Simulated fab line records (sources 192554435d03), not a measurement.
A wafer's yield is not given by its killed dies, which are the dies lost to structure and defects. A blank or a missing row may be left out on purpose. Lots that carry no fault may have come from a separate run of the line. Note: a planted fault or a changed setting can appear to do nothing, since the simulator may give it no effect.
Chamber matching    flow n5_finfet    N5_BEOL_M0_STRIP_142 on rie_diel-04: 4 sister chambers
The step strips in N2/H2, time 10 s. 8 wafers are shown with their chamber, then 11 later ones without.

## EACH WAFER AND ITS CHAMBER
wafer   chamber  showerhead_plenum_p_Torr (Torr)  throttle_valve_pct (%)
L080.1  0        2.55                             24.1
L085.2  2        2.42                             23.9
L085.3  1        2.61                             23.4
L085.4  3        2.39                             23.3
L086.1  0        2.54                             24.2
L086.5  1        2.61                             23.4
L086.6  2        2.41                             23.9
L089.2  3        2.39                             23.3

## WAFERS MISSING THEIR CHAMBER
wafer   showerhead_plenum_p_Torr (Torr)  throttle_valve_pct (%)
L089.3  2.41                             23.9
L089.6  2.54                             24.2
L090.3  2.38                             23.3
L090.4  2.41                             23.9
L090.5  2.41                             23.9
L095.2  2.53                             24.2
L095.5  2.53                             24.2
L095.6  2.60                             23.5
L097.2  2.40                             24.0
L097.3  2.53                             24.2
L097.6  2.53                             24.2

## CHAMBER TAKEN BY EACH
wafer   from the rows above  in truth
L089.3  2                    2
L089.6  0                    0
L090.3  3                    3
L090.4  2                    2
L090.5  2                    2
L095.2  0                    0
L095.5  0                    0
L095.6  1                    1
L097.2  2                    2
L097.3  0                    0
L097.6  0                    0
11 of 11 placed correctly. From these rows, 0 cannot be placed. Wrongly placed: 0.
How it was worked out, from the rows above alone: a wafer's distance from a chamber is the root of the sum, over the readings, of the square of ((its reading less the chamber's mean) divided by the reading's scatter). The wafer belongs to the nearest chamber; if the next one is less than 2 further off, it can't be placed. The mean given for a chamber averages the wafers shown for that chamber. The scatter: the root of (the sum of the squares of (reading less its chamber's mean) over the shown wafers, divided by (wafers less chambers)).
